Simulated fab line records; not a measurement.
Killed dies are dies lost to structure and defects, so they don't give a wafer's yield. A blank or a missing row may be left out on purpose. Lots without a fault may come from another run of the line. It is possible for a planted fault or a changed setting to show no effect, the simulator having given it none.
fab line records	flow nand_harc
record: lots: 6	wafers: 18	last_day: 33
route steps=1302 shown A_BLC@1130 A_M0@1137 END@1302
lots that met no fault: from a run of the same line without faults
start_h: hours from the record's opening day to when the first of the lot's shown wafers began	wait_h: hours from the lot's prior step to this one	" the same as in the row above	L1.1+2: one row covering several wafers at once	- value missing, or start not given	* or withheld: withheld	< > ~ a bound
route shown NAME@n: names a module that has steps shown in the file, with the first one's number in the route	usual: mean and standard deviation over wafers with no fault	same: alike in all rows	chamber/n: place in a boat	sites: the reading at each site	_std_site: standard deviation of those values	_edge_site: the outer-site mean with the inner-site mean subtracted	radius_mm: for every site, how far away it sits from the centre of the wafer	mask NAME#n: copy n	behind: the last tool/chamber to shape the wafer	hold: why the lot went on hold/how many hours it stayed there/how the hold came to an end	device: the transistor (n, p or np) that didn't switch	end of line: the tests these same wafers got at the end of their route	for a step that has no rows: nothing shown but its recipe	killed: the dies lost at the first sort to structure and to defects; this is not the yield of the wafer	map: shows each die of a wafer: x if killed, . if not, _ if none is there
set.NAME: the setting the step ran with; set.NAME@STEP: the setting that earlier step ran with	model.NAME: the simulator's own value behind a step, which no gauge read
a table for each step, a row for each wafer; lots at some steps of the route
services: from which hour (start_h, from the record's first day; less than 0 if before it) a tool's chamber was out of use, for how many hours, and why
== steps ==
step: NHARC_A_BLC_PVD_32
recipe: target_thk_a: 50	chamber_pressure_pa: 5	power_w: 5000	substrate_temp_c: 200	time_s: 17.7	material: Ti
usual: throttle_valve_pct: 29.7/0.74
lot.wafer	tool	chamber	start_h	wait_h	throttle_valve_pct
L703.3	pvd_sputter-02	-	-	-	30.3
L703.2	"	-	"	"	30.2
L703.6	"	-	"	"	29.2
L712.1	pvd_sputter-02	-	-	-	28.7
L712.3	"	-	"	"	30.6
L712.2	"	-	"	"	30.0
L713.3	pvd_sputter-02	-	-	-	28.9
L713.2	"	-	"	"	30.7
L713.5	"	-	"	"	29.0
L714.4	pvd_sputter-02	-	-	-	30.6
L714.1	"	-	"	"	30.7
L714.6	"	-	"	"	30.0
L717.4	pvd_sputter-01	-	-	-	29.5
L717.1	"	-	"	"	29.4
L717.6	"	-	"	"	29.4
L719.1	pvd_sputter-03	-	-	-	29.3
L719.4	"	-	"	"	31.8
L719.5	"	-	"	"	29.3
step: NHARC_A_BLC_ALD_23
recipe: target_thk_a: 30	pulse_time_s: 1	ald_cycles: 150	temp_c: 450	material: TiN
usual: heater_power_w: 1095/93	precursor_pulse_height_rel: 0.997/0.017
same: ald_cycles: 150
lot.wafer	tool	chamber	start_h	wait_h	heater_power_w	precursor_pulse_height_rel	since_wet_clean_h
L703.2	ald_metal-04	0	589.87	-	977	1.008	106
L703.3	"	2	"	"	1159	1.017	106
L703.6	"	1	"	"	1044	0.970	-
L712.2	ald_metal-03	1	677.96	-	981	0.993	100
L712.1	"	2	"	"	1041	1.001	100
L712.3	"	3	"	"	1103	0.989	100
L713.3	ald_metal-01	3	679.70	-	1054	0.994	144
L713.2	"	0	"	"	1298	1.000	144
L713.5	"	0	"	"	1286	1.004	-
L714.4	ald_metal-04	2	685.66	-	1114	1.024	23
L714.1	"	3	"	"	1134	0.997	23
L714.6	"	2	"	"	1133	0.998	-
L717.4	ald_metal-01	2	738.35	-	1016	0.988	24
L717.1	"	3	"	"	1069	1.007	24
L717.6	"	1	"	"	1305	1.007	-
L719.4	ald_metal-04	3	758.45	-	1148	1.003	96
L719.1	"	0	"	"	1012	1.001	96
L719.5	"	1	"	"	1043	1.002	-
step: NHARC_A_BLC_CVD_24
recipe: target_thk_a: 1500	temp_c: 300	pressure_torr: 40	wf6_flow_sccm: 40	h2_flow_sccm: 1600	ar_flow_sccm: 1560	time_s: 434	material: W
usual: heater_power_w: 499/41	throttle_valve_pct: 8.0/0.37
lot.wafer	tool	chamber	start_h	wait_h	heater_power_w	since_wet_clean_h	throttle_valve_pct
L703.2	cvd_w-01	1	-	-	459	30	7.2
L703.3	"	0	"	"	560	-	8.0
L703.6	"	0	"	"	549	-	7.5
L712.2	cvd_w-02	0	-	-	511	34	8.4
L712.1	"	1	"	"	460	34	8.0
L712.3	"	0	"	"	508	-	8.6
L713.2	cvd_w-02	0	-	-	517	35	8.5
L713.3	"	1	"	"	455	-	8.0
L713.5	"	0	"	"	509	-	8.2
L714.1	cvd_w-02	1	-	-	456	41	8.0
L714.4	"	0	"	"	501	-	8.2
L714.6	"	1	"	"	463	-	8.0
L717.1	cvd_w-02	0	-	-	507	94	8.6
L717.4	"	0	"	"	507	-	8.4
L717.6	"	0	"	"	500	-	8.4
L719.1	cvd_w-02	0	-	-	502	114	8.6
L719.4	"	0	"	"	511	-	8.4
L719.5	"	0	"	"	504	-	8.7
step: NHARC_A_BLC_CMP_25
recipe: t_overpolish_s: 30	target_thk_nm: 150
usual: motor_current_A: 12.2/0.68	overpolish_run_s: 30.001/0.0096	time_to_endpoint_s: 28.8/1.9
lot.wafer	tool	chamber	start_h	wait_h	motor_current_A	overpolish_run_s	time_to_endpoint_s
L703.3	cmp-01	3	590.60	0.2	11.2	29.988	29.5
L703.2	"	0	"	"	12.3	29.999	31.1
L703.6	"	0	"	"	13.2	30.004	29.6
L712.1	cmp-01	0	678.70	0.4	12.6	30.001	26.7
L712.2	"	1	"	"	11.6	30.000	29.7
L712.3	"	3	"	"	11.6	29.997	27.9
L713.2	cmp-04	0	680.43	0.4	12.5	29.996	29.5
L713.3	"	2	"	"	11.1	29.997	28.5
L713.5	"	0	"	"	12.0	30.007	29.2
L714.1	cmp-04	3	686.38	0.5	12.1	30.003	29.4
L714.4	"	2	"	"	11.9	29.990	28.5
L714.6	"	0	"	"	12.3	30.009	30.4
L717.4	cmp-01	0	739.32	0.3	12.8	30.009	28.9
L717.1	"	1	"	"	12.1	29.998	27.7
L717.6	"	2	"	"	12.1	29.990	28.4
L719.1	cmp-04	0	759.17	0.4	12.5	29.990	27.2
L719.4	"	1	"	"	12.8	30.010	27.9
L719.5	"	0	"	"	12.4	30.008	27.9
step: NHARC_A_BLC_SRD_27
step: NHARC_A_BLC_INSPECT_28
usual: raw_defect_count: 522/120
lot.wafer	tool	chamber	start_h	wait_h	raw_defect_count
L703.2	defect_inspect-02	-	591.02	0.1	603
L703.3	"	-	"	"	472
L703.6	"	-	"	"	600
L712.1	defect_inspect-01	-	679.10	0.1	455
L712.2	"	-	"	"	619
L712.3	"	-	"	"	503
L713.2	defect_inspect-02	-	680.84	0.1	452
L713.3	"	-	"	"	519
L713.5	"	-	"	"	420
L714.1	defect_inspect-01	-	686.78	0.1	542
L714.4	"	-	"	"	495
L714.6	"	-	"	"	515
L717.1	defect_inspect-02	-	739.67	0.1	988
L717.4	"	-	"	"	518
L717.6	"	-	"	"	763
L719.1	defect_inspect-01	-	759.55	0.1	554
L719.4	"	-	"	"	557
L719.5	"	-	"	"	453
step: NHARC_A_M0_DEP_00
recipe: target_thk_a: 1500	target_thk_nm: 150	temp_c: withheld	pressure_torr: 5	flow_sccm: 200	rf_w: 600	material: SiOC
step: NHARC_A_M0_DEHYDRATE_01
recipe: temp_c: 150	time_s: 120
step: NHARC_A_M0_HMDS_02
recipe: time_s: 30
step: NHARC_A_M0_COAT_33
recipe: temp_c: 200	time_s: 65
step: NHARC_A_M0_COAT_03
recipe: spin_rpm: 1500	resist_thk_nm: 90
step: NHARC_A_M0_SOFTBAKE_04
recipe: temp_c: 105	time_s: 55
usual: heater_power_total_W: 188.48/0.15
lot.wafer	tool	chamber	start_h	wait_h	heater_power_total_W
L703.2	litho_track-06	0	591	-	188.42
L703.3	"	0	"	"	188.37
L703.6	"	0	"	"	188.36
L712.1	litho_track-01	0	679	-	194.17
L712.2	"	0	"	"	193.97
L712.3	"	0	"	"	194.27
L713.2	litho_track-04	0	681	-	188.37
L713.3	"	0	"	"	188.48
L713.5	"	0	"	"	188.32
L714.1	litho_track-01	0	687	-	194.06
L714.4	"	0	"	"	194.27
L714.6	"	0	"	"	194.31
L717.1	litho_track-04	0	740	-	188.50
L717.4	"	0	"	"	188.29
L717.6	"	0	"	"	188.46
L719.1	litho_track-01	0	760	-	188.59
L719.4	"	0	"	"	188.29
L719.5	"	0	"	"	188.36
step: NHARC_A_M0_EBR_05
step: NHARC_END_SORT_01
recipe: temp_c: 25
usual: defect_limited_yield: 92/3	killed_at_array: 52/20	killed_at_other: 1.0/1.3	killed_at_periphery: 3.7/2.2	killed_dies: 57/20	killed_open: 3.2/1.6	killed_short: 2.4/1.6	sort_bin_2_pct: 2.9/1.4	sort_bin_3_pct: 0.6/0.41	sort_bin_4_pct: 4.8/1.5	sort_n_pass: 620/20	sort_rim_yield_pct: 93/3.5	sort_yield_pct: 92/3
same: gross_dies: 677	sort_bin_5_pct[%]: 0	sort_bin_6_pct[%]: 0	sort_bin_7_pct[%]: 0	sort_bin_8_pct[%]: 0	sort_rim_n_gross: 106.00
lot.wafer	tool	chamber	start_h	wait_h	defect_limited_yield[%]	killed_at_array	killed_at_other	killed_at_periphery	killed_dies	killed_open	killed_short	sort_bin_2_pct[%]	sort_bin_3_pct[%]	sort_bin_4_pct[%]	sort_n_pass	sort_rim_yield_pct[%]	sort_yield_pct[%]
L703.2	prober-01	0	633.42	2.8	85	97	2	5	104	4	1	6.2	1.3	7.8	573	87	85
L703.3	prober-01	0	634.21	3.1	88	78	0	3	81	0	4	4.7	0.6	6.6	596	92	88
L703.6	prober-01	0	636.59	4.0	87	82	2	4	88	2	3	5.2	1.8	6.1	589	91	87
L712.1	prober-01	0	719.14	2.5	89	69	2	2	73	1	2	4.0	0.9	5.9	604	92	89
L712.2	prober-01	0	719.94	2.8	90	62	3	0	65	4	5	3.7	0.9	5.0	612	85	90
L712.3	prober-01	0	720.74	3.1	89	67	2	4	73	4	3	4.4	1.0	5.3	604	92	89
L713.2	prober-02	0	720.28	2.8	91	51	1	6	58	6	3	2.5	0.4	5.6	619	94	91
L713.3	prober-02	0	721.08	3.1	92	44	0	7	51	5	4	2.1	0.4	5.0	626	95	92
L713.5	prober-02	0	722.68	3.7	93	44	0	4	48	4	0	2.2	0.1	4.7	629	95	93
L714.1	prober-01	0	726.94	2.5	89	73	1	2	76	2	3	3.4	1.6	6.2	601	92	89
L714.4	prober-01	0	729.30	3.4	88	69	2	8	79	3	2	4.3	0.7	6.6	598	92	88
L714.6	prober-01	0	730.87	3.9	87	83	0	5	88	5	3	4.6	0.6	7.8	589	90	87
L717.1	prober-01	0	777.58	2.5	91	56	3	1	60	2	2	2.4	0.4	6.1	617	98	91
L717.4	prober-01	0	779.95	3.4	90	63	0	4	67	5	4	2.8	1.0	6.1	610	98	90
L717.6	prober-01	0	781.53	3.9	92	52	3	1	56	3	3	3.5	0.6	4.1	621	96	92
L719.1	prober-01	0	799.20	2.5	92	51	0	5	56	2	4	3.0	0.3	5.0	621	96	92
L719.4	prober-01	0	801.61	3.4	89	67	2	3	72	1	5	3.4	0.7	6.5	605	96	89
L719.5	prober-01	0	802.42	3.7	90	58	2	7	67	4	3	3.0	0.7	6.2	610	93	90
killed by level:class
L703.2 A_SLIT:chamber_film_flake=30 A_CHANNEL_HOLE_D1:chamber_film_flake=28 A_CHANNEL_HOLE_D2:chamber_film_flake=27 A_CONTACT:chamber_film_flake=4 P_ZERO_WELL:chamber_film_flake=3 A_STAIRCASE:chamber_film_flake=3 STARTING-WAFER:geometric_particle:open=2 P_CONTACT:geometric_particle:open=1
L703.3 A_SLIT:chamber_film_flake=25 A_CHANNEL_HOLE_D1:chamber_film_flake=19 A_CHANNEL_HOLE_D2:chamber_film_flake=18 A_CONTACT:chamber_film_flake=5 P_ZERO_WELL:chamber_film_flake=3 A_STAIRCASE:chamber_film_flake=3 A_ONON_D2:geometric_particle:short=2 A_WL_FILL:chamber_film_flake=2
L703.6 A_SLIT:chamber_film_flake=28 A_CHANNEL_HOLE_D2:chamber_film_flake=23 A_CHANNEL_HOLE_D1:chamber_film_flake=18 A_CONTACT:chamber_film_flake=4 A_WL_FILL:chamber_film_flake=3 P_ZERO_WELL:chamber_film_flake=2 A_DECK1_JOINT:chamber_film_flake=2 P_GATE:geometric_particle:short=1
L712.1 A_CHANNEL_HOLE_D1:chamber_film_flake=26 A_CHANNEL_HOLE_D2:chamber_film_flake=20 A_CONTACT:chamber_film_flake=9 A_STAIRCASE:chamber_film_flake=4 A_SLIT:chamber_film_flake=4 P_STI:chamber_film_flake=2 A_ONON_D1:geometric_particle:short=1 A_M0:geometric_particle:open=1
L712.2 A_CHANNEL_HOLE_D1:chamber_film_flake=20 A_CHANNEL_HOLE_D2:chamber_film_flake=15 A_CONTACT:chamber_film_flake=10 A_SLIT:chamber_film_flake=6 A_CHANNEL_FILL_D1:geometric_particle:short=2 A_DECK1_JOINT:geometric_particle:open=2 A_STAIRCASE:chamber_film_flake=2 THIN_TSV:chamber_film_flake=2
L713.2 A_CHANNEL_HOLE_D2:chamber_film_flake=18 A_CHANNEL_HOLE_D1:chamber_film_flake=13 A_CONTACT:chamber_film_flake=5 P_STI:chamber_film_flake=3 A_SLIT:chamber_film_flake=3 P_M0:geometric_particle:short=1 A_CHANNEL_FILL_D1:geometric_particle:open=1 A_DECK1_JOINT:geometric_particle:open=1
L712.3 A_CHANNEL_HOLE_D1:chamber_film_flake=27 A_CHANNEL_HOLE_D2:chamber_film_flake=18 A_CONTACT:chamber_film_flake=12 A_STAIRCASE:chamber_film_flake=4 P_M0:geometric_particle:open=2 A_ONON_D2:geometric_particle:short=2 THIN_TSV:chamber_film_flake=2 P_CONTACT:geometric_particle:short=1
L713.3 A_CHANNEL_HOLE_D2:chamber_film_flake=22 A_SLIT:chamber_film_flake=5 A_CHANNEL_HOLE_D1:chamber_film_flake=4 A_M0:geometric_particle:open=2 P_M2:chamber_film_flake=2 A_DECK1_JOINT:chamber_film_flake=2 A_CONTACT:chamber_film_flake=2 P_M0:geometric_particle:short=1
L713.5 A_CHANNEL_HOLE_D2:chamber_film_flake=18 A_CHANNEL_HOLE_D1:chamber_film_flake=8 A_CONTACT:chamber_film_flake=5 A_SLIT:chamber_film_flake=3 A_CHANNEL_FILL_D1:chamber_film_flake=3 A_M0:geometric_particle:open=2 A_DECK1_JOINT:chamber_film_flake=2 A_STAIRCASE:chamber_film_flake=2
L714.1 A_CHANNEL_HOLE_D1:chamber_film_flake=33 A_SLIT:chamber_film_flake=30 A_CONTACT:chamber_film_flake=4 P_STI:chamber_film_flake=2 A_SOURCE_PLATE:geometric_particle:open=1 A_ONON_D2:geometric_particle:short=1 A_WL_FILL:geometric_particle:short=1 A_CONTACT:geometric_particle:short=1
L714.4 A_SLIT:chamber_film_flake=33 A_CHANNEL_HOLE_D1:chamber_film_flake=22 A_CONTACT:chamber_film_flake=6 P_STI:chamber_film_flake=4 P_ZERO_WELL:chamber_film_flake=2 A_CHANNEL_FILL_D1:chamber_film_flake=2 THIN_TSV:chamber_film_flake=2 P_GATE:geometric_particle:open=1
L714.6 A_SLIT:chamber_film_flake=37 A_CHANNEL_HOLE_D1:chamber_film_flake=26 A_CONTACT:chamber_film_flake=6 A_STAIRCASE:chamber_film_flake=4 A_ONON_D1:geometric_particle:open=2 P_GATE:chamber_film_flake=2 A_WL_FILL:chamber_film_flake=2 P_GATE:geometric_particle:open=1
L717.1 A_SLIT:chamber_film_flake=36 A_BLC:chamber_film_flake=5 A_CONTACT:chamber_film_flake=3 THIN_TSV:chamber_film_flake=3 A_BLC:geometric_particle:open=2 A_CHANNEL_FILL_D2:chamber_film_flake=2 A_STAIRCASE:geometric_particle:short=1 A_WL_FILL:geometric_particle:short=1
L717.4 A_SLIT:chamber_film_flake=38 P_GATE:chamber_film_flake=3 A_CHANNEL_HOLE_D1:chamber_film_flake=3 A_BLC:chamber_film_flake=3 A_WL_FILL:geometric_particle:short=2 A_CHANNEL_HOLE_D1:unspecified=2 A_CHANNEL_FILL_D1:chamber_film_flake=2 A_CHANNEL_HOLE_D2:chamber_film_flake=2
L717.6 A_SLIT:chamber_film_flake=37 THIN_TSV:chamber_film_flake=3 A_CHANNEL_HOLE_D1:unspecified=2 A_DECK1_JOINT:chamber_film_flake=2 A_STAIRCASE:chamber_film_flake=2 A_CONTACT:chamber_film_flake=2 P_M0:geometric_particle:open=1 A_CHANNEL_FILL_D1:geometric_particle:short=1
L719.1 A_CHANNEL_HOLE_D2:chamber_film_flake=28 A_CONTACT:chamber_film_flake=9 A_SLIT:chamber_film_flake=6 P_GATE:chamber_film_flake=4 P_STI:geometric_particle:open=1 A_ONON_D2:geometric_particle:short=1 A_CHANNEL_FILL_D2:geometric_particle:short=1 A_SGD_CUT:geometric_particle:short=1
L719.4 A_CHANNEL_HOLE_D2:chamber_film_flake=37 A_SLIT:chamber_film_flake=12 A_CONTACT:chamber_film_flake=8 A_M1:chamber_film_flake=5 STARTING-WAFER:geometric_particle:short=2 A_STAIRCASE:chamber_film_flake=2 P_CONTACT:geometric_particle:open=1 A_ONON_D1:geometric_particle:short=1
L719.5 A_CHANNEL_HOLE_D2:chamber_film_flake=31 A_CONTACT:chamber_film_flake=11 A_SLIT:chamber_film_flake=7 P_GATE:chamber_film_flake=3 P_ZERO_WELL:chamber_film_flake=2 A_M1:chamber_film_flake=2 P_CONTACT:geometric_particle:open=1 P_M0:geometric_particle:open=1
== services ==
tool	chamber	start_h	hours	kind
cvd_w-02	1	570.91	12.2	repair
ald_metal-04	3	574.34	14.6	repair
cvd_w-02	0	575.40	6.0	repair
cvd_w-02	-	584.96	1.1	repair
cmp-01	-	585.98	4.0	pm
cmp-04	-	625.62	4.0	pm
pvd_sputter-02	-	626.80	3.5	repair
cvd_w-02	-	631.53	13.0	pm
ald_metal-04	-	651.02	1.3	repair
pvd_sputter-02	-	658.26	10.0	pm
cmp-04	-	661.36	0.9	repair
cmp-01	-	668.25	1.4	repair
cvd_w-02	-	675.12	0.2	repair
litho_track-01	-	680.00	7.0	pm
cmp-01	-	683.99	4.0	pm
ald_metal-01	-	704.00	10.0	pm
cmp-04	-	704.34	2.2	repair
ald_metal-04	1	713.10	29.0	repair
cmp-04	-	720.05	2.8	repair
cmp-04	-	723.62	4.0	pm
cvd_w-02	0	728.41	3.4	repair
cmp-04	-	737.84	7.6	repair
cmp-01	-	743.78	1.1	repair
cmp-04	-	753.87	4.0	repair
== key ==
first_sign: step: NHARC_A_M0_SOFTBAKE_04	reading: heater_power_total_W	direction: up	sigmas: 39	usual: *	struck: *
effect none on later readings
met_at NHARC_A_M0_SOFTBAKE_04
struck_wafers L712.1,L712.2,L712.3,L714.1,L714.4,L714.6
fault: kind: process_parameter_drift	tool: litho_track-01	chamber: -	onset_h: 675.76	steps: NHARC_A_M0_SOFTBAKE_04	channel: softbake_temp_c	offset: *	shape: step	end_h: 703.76	acts_in: *	stated: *
